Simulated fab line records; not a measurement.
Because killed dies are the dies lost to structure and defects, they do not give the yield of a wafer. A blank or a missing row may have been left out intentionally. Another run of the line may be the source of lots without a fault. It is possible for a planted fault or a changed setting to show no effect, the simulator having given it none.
Chamber matching    flow n5-finfet    4 sister chambers for N5_BEOL_M7_VIA_ETCH_34 on rie-diel-05
The step etches SiCOH lowk in C4F6/O2, target depth 125.5 nm, time 50.5 s. 8 wafers are shown with their chamber, then 8 later ones without.

WAFERS WITH THEIR CHAMBER
wafer   chamber  throttle-valve-pct (%)  oes-product-au (a.u.)
L076.1  3        21.22                   0.81
L077.5  0        21.15                   0.93
L078.1  3        21.22                   0.80
L078.2  2        21.22                   0.70
L081.1  0        21.17                   0.92
L081.4  2        21.24                   0.70
L081.6  1        20.71                   0.74
L085.3  1        20.72                   0.74

WAFERS WITHOUT THEIR CHAMBER
wafer   throttle-valve-pct (%)  oes-product-au (a.u.)
L085.4  21.25                   0.69
L085.5  21.26                   0.80
L088.1  21.25                   0.68
L088.3  20.73                   0.74
L088.4  21.26                   0.79
L090.1  21.19                   0.91
L090.2  21.25                   0.79
L090.4  20.71                   0.73

WHICH CHAMBER EACH ONE RAN IN
wafer   from the rows above  in truth
L085.4  2                    2
L085.5  3                    3
L088.1  2                    2
L088.3  1                    1
L088.4  3                    3
L090.1  0                    0
L090.2  3                    3
L090.4  1                    1
Placed correctly: 8 of 8. Left unplaced by these rows: 0. Wrongly placed: 0.
How it was worked out, from the rows above alone: a wafer's distance from a chamber is the root of the sum, over the readings, of the square of ((its reading less the chamber's mean) divided by the reading's scatter). The wafer belongs to the nearest chamber; if the next one is less than 2 further off, it can't be placed. Each chamber's mean is taken over the wafers shown for it. The scatter: the root of (the sum of the squares of (reading less its chamber's mean) over the shown wafers, divided by (wafers less chambers)).
